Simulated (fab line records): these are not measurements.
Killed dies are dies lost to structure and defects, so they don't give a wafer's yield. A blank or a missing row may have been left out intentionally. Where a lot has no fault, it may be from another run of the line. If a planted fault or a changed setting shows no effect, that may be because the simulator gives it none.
Chamber matching | flow n5_finfet | N5_BEOL_M10_DESCUM_33 on rie_diel-01 has 4 sister chambers
The step chemistry O2, time 7.9 s. 8 wafers are shown with their chamber, then 8 later ones without.

## WAFERS PAIRED WITH THEIR CHAMBERS
wafer  | chamber | showerhead_plenum_p_Torr (Torr) | throttle_valve_pct (%)
L078.6 | 2       | 2.22                            | 20.06
L083.1 | 2       | 2.22                            | 20.09
L083.2 | 1       | 2.01                            | 20.71
L083.6 | 3       | 2.20                            | 20.91
L086.1 | 0       | 2.13                            | 20.28
L086.3 | 3       | 2.19                            | 20.93
L086.4 | 1       | 2.00                            | 20.76
L089.1 | 0       | 2.12                            | 20.29

## WAFERS MISSING THEIR CHAMBER
wafer  | showerhead_plenum_p_Torr (Torr) | throttle_valve_pct (%)
L089.4 | 2.19                            | 20.96
L089.6 | 2.21                            | 20.10
L092.1 | 2.19                            | 20.96
L092.3 | 2.12                            | 20.30
L092.6 | 2.12                            | 20.30
L095.2 | 2.12                            | 20.29
L095.3 | 1.99                            | 20.77
L095.6 | 2.00                            | 20.76

## CHAMBER TAKEN BY EACH
wafer  | from the rows above | in truth
L089.4 | 3                   | 3
L089.6 | 2                   | 2
L092.1 | 3                   | 3
L092.3 | 0                   | 0
L092.6 | 0                   | 0
L095.2 | 0                   | 0
L095.3 | 1                   | 1
L095.6 | 1                   | 1
8 of 8 placed correctly. Left unplaced by these rows: 0. Wrongly placed: 0.
How it was worked out, from the rows above alone: a wafer's distance from a chamber is the root of the sum, over the readings, of the square of ((its reading less the chamber's mean) divided by the reading's scatter). The wafer belongs to the nearest chamber; if the next one is less than 2 further off, it can't be placed. For every chamber, the mean is computed from those of its wafers that are shown. How the scatter is found: for the shown wafers, subtract from each reading the mean of its chamber, square and add these, divide the total by (wafers less chambers), then take the root.
